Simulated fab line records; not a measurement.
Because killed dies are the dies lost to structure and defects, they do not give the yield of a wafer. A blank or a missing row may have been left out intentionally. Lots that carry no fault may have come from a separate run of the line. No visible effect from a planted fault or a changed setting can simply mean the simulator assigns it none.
Split-lot study :: flow n5Finfet :: 39 wafers read across 7 lots, on a route 1938 steps long

## THE SPLIT
At N5_FIN_SAQP_ETCH_34 (etches SiO2 in C4F6/O2, target depth 45 nm, time 15 s), the setting sourceW was moved away from the recipe's 345 W on 12 of the 39 wafers read, by -18.0% to +12.4%. The other wafers ran this setting at the recipe's value.

The reading comes from the split's own step.

## THE READING
rfVppV, in V, at N5_FIN_SAQP_ETCH_34 (etches SiO2 in C4F6/O2, target depth 45 nm, time 15 s). Fault-free wafers of this fab line usually give 660 V, standard deviation 10 V.

wafer: L075.1
tool, chamber at the split: rieDiel-01, 0
sourceW as run, W: 387.9
against the recipe: +12.4%
rfVppV, V: 616
against lot-mates on the recipe: -54

wafer: L075.2
tool, chamber at the split: rieDiel-01, 3
sourceW as run, W: 387.9
against the recipe: +12.4%
rfVppV, V: 620
against lot-mates on the recipe: -50

wafer: L075.3
tool, chamber at the split: rieDiel-01, 1
sourceW as run, W: 345
against the recipe: recipe
rfVppV, V: 670
against lot-mates on the recipe: -

wafer: L075.4
tool, chamber at the split: rieDiel-01, 2
sourceW as run, W: 345
against the recipe: recipe
rfVppV, V: 669
against lot-mates on the recipe: -

wafer: L075.5
tool, chamber at the split: rieDiel-01, 2
sourceW as run, W: 387.9
against the recipe: +12.4%
rfVppV, V: 630
against lot-mates on the recipe: -40

wafer: L075.6
tool, chamber at the split: rieDiel-01, 1
sourceW as run, W: 345
against the recipe: recipe
rfVppV, V: 670
against lot-mates on the recipe: -

wafer: L078.1
tool, chamber at the split: rieDiel-01, 2
sourceW as run, W: 282.9
against the recipe: -18.0%
rfVppV, V: 741
against lot-mates on the recipe: +81

wafer: L078.2
tool, chamber at the split: rieDiel-01, 3
sourceW as run, W: 345
against the recipe: recipe
rfVppV, V: 658
against lot-mates on the recipe: -

wafer: L078.3
tool, chamber at the split: rieDiel-01, 0
sourceW as run, W: 282.9
against the recipe: -18.0%
rfVppV, V: 722
against lot-mates on the recipe: +62

wafer: L078.4
tool, chamber at the split: rieDiel-01, 0
sourceW as run, W: 345
against the recipe: recipe
rfVppV, V: 653
against lot-mates on the recipe: -

wafer: L078.5
tool, chamber at the split: rieDiel-01, 2
sourceW as run, W: 345
against the recipe: recipe
rfVppV, V: 669
against lot-mates on the recipe: -

wafer: L078.6
tool, chamber at the split: rieDiel-01, 3
sourceW as run, W: 282.9
against the recipe: -18.0%
rfVppV, V: 727
against lot-mates on the recipe: +67

wafer: L079.1
tool, chamber at the split: rieDiel-01, 2
sourceW as run, W: 345
against the recipe: recipe
rfVppV, V: 670
against lot-mates on the recipe: -

wafer: L079.2
tool, chamber at the split: rieDiel-01, 1
sourceW as run, W: 345
against the recipe: recipe
rfVppV, V: 670
against lot-mates on the recipe: -

wafer: L079.3
tool, chamber at the split: rieDiel-01, 3
sourceW as run, W: 345
against the recipe: recipe
rfVppV, V: 656
against lot-mates on the recipe: -

wafer: L079.4
tool, chamber at the split: rieDiel-01, 0
sourceW as run, W: 345
against the recipe: recipe
rfVppV, V: 651
against lot-mates on the recipe: -

wafer: L079.5
tool, chamber at the split: rieDiel-01, 0
sourceW as run, W: 345
against the recipe: recipe
rfVppV, V: 653
against lot-mates on the recipe: -

wafer: L079.6
tool, chamber at the split: rieDiel-01, 3
sourceW as run, W: 345
against the recipe: recipe
rfVppV, V: 657
against lot-mates on the recipe: -

wafer: L088.4
tool, chamber at the split: rieDiel-06, 1
sourceW as run, W: 345
against the recipe: recipe
rfVppV, V: 661
against lot-mates on the recipe: -

wafer: L088.5
tool, chamber at the split: rieDiel-06, 1
sourceW as run, W: 345
against the recipe: recipe
rfVppV, V: 662
against lot-mates on the recipe: -

wafer: L088.6
tool, chamber at the split: rieDiel-06, 2
sourceW as run, W: 345
against the recipe: recipe
rfVppV, V: 675
against lot-mates on the recipe: -

wafer: L093.1
tool, chamber at the split: rieDiel-01, 1
sourceW as run, W: 345
against the recipe: recipe
rfVppV, V: 669
against lot-mates on the recipe: -

wafer: L093.2
tool, chamber at the split: rieDiel-01, 0
sourceW as run, W: 345
against the recipe: recipe
rfVppV, V: 654
against lot-mates on the recipe: -

wafer: L093.3
tool, chamber at the split: rieDiel-01, 3
sourceW as run, W: 345
against the recipe: recipe
rfVppV, V: 655
against lot-mates on the recipe: -

wafer: L093.4
tool, chamber at the split: rieDiel-01, 2
sourceW as run, W: 345
against the recipe: recipe
rfVppV, V: 670
against lot-mates on the recipe: -

wafer: L093.5
tool, chamber at the split: rieDiel-01, 1
sourceW as run, W: 345
against the recipe: recipe
rfVppV, V: 668
against lot-mates on the recipe: -

wafer: L093.6
tool, chamber at the split: rieDiel-01, 0
sourceW as run, W: 345
against the recipe: recipe
rfVppV, V: 652
against lot-mates on the recipe: -

wafer: L095.1
tool, chamber at the split: rieDiel-05, 3
sourceW as run, W: 345
against the recipe: recipe
rfVppV, V: 645
against lot-mates on the recipe: -

wafer: L095.2
tool, chamber at the split: rieDiel-05, 0
sourceW as run, W: 304.5
against the recipe: -11.7%
rfVppV, V: 722
against lot-mates on the recipe: +64

wafer: L095.3
tool, chamber at the split: rieDiel-05, 1
sourceW as run, W: 345
against the recipe: recipe
rfVppV, V: 662
against lot-mates on the recipe: -

wafer: L095.4
tool, chamber at the split: rieDiel-05, 2
sourceW as run, W: 304.5
against the recipe: -11.7%
rfVppV, V: 710
against lot-mates on the recipe: +52

wafer: L095.5
tool, chamber at the split: rieDiel-05, 2
sourceW as run, W: 345
against the recipe: recipe
rfVppV, V: 667
against lot-mates on the recipe: -

wafer: L095.6
tool, chamber at the split: rieDiel-05, 1
sourceW as run, W: 304.5
against the recipe: -11.7%
rfVppV, V: 706
against lot-mates on the recipe: +48

wafer: L097.1
tool, chamber at the split: rieDiel-06, 0
sourceW as run, W: 386.9
against the recipe: +12.1%
rfVppV, V: 607
against lot-mates on the recipe: -59

wafer: L097.2
tool, chamber at the split: rieDiel-06, 1
sourceW as run, W: 386.9
against the recipe: +12.1%
rfVppV, V: 622
against lot-mates on the recipe: -44

wafer: L097.3
tool, chamber at the split: rieDiel-06, 2
sourceW as run, W: 345
against the recipe: recipe
rfVppV, V: 674
against lot-mates on the recipe: -

wafer: L097.4
tool, chamber at the split: rieDiel-06, 3
sourceW as run, W: 345
against the recipe: recipe
rfVppV, V: 649
against lot-mates on the recipe: -

wafer: L097.5
tool, chamber at the split: rieDiel-06, 1
sourceW as run, W: 386.9
against the recipe: +12.1%
rfVppV, V: 624
against lot-mates on the recipe: -42

wafer: L097.6
tool, chamber at the split: rieDiel-06, 2
sourceW as run, W: 345
against the recipe: recipe
rfVppV, V: 674
against lot-mates on the recipe: -

FIT RESULTS
A straight line over all 39 wafers: rfVppV changes by -3.73 V for each +1% of sourceW; r = -0.96; the points scatter about the line by 8.7 V.
The same after taking each lot's own level away (the mean of its wafers on the recipe; 39 wafers): -4.02 V for each +1%; r = -0.97; scatter 8.1 V.
According to that fit, moving sourceW by its largest amount changes the reading by 72 V.
Measured against the standard deviation above, the lots' own levels, which go from 658.0 to 669.7 V, span 1.2 times it.
The two slopes are in agreement: the lot-to-lot level therefore moves the slope only a little.
Check: for one of the wafers moved furthest among these (-18.0%), held out of the fit, the line's prediction against its lot-mates is +71.5 V. It came out at +81 V against them.
Tool readings at the split's step, against how far the setting was moved: rfVppV r = -0.96.

## THE OTHER SPLITS THESE WAFERS WENT THROUGH
These wafers also went through other splits before the reading. Each is held against what the fit with the lots' levels taken away leaves over:
other split on the same wafers: N5_WELL_APT_IMPLANT_31 energyKev
wafers away from the commonest value: 12
r with rfVppV (lot level and that fit taken away): +0.11

## THE FILE'S OWN FIT
rfVppV changes by -4.03 V for each +1% of sourceW, r = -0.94.
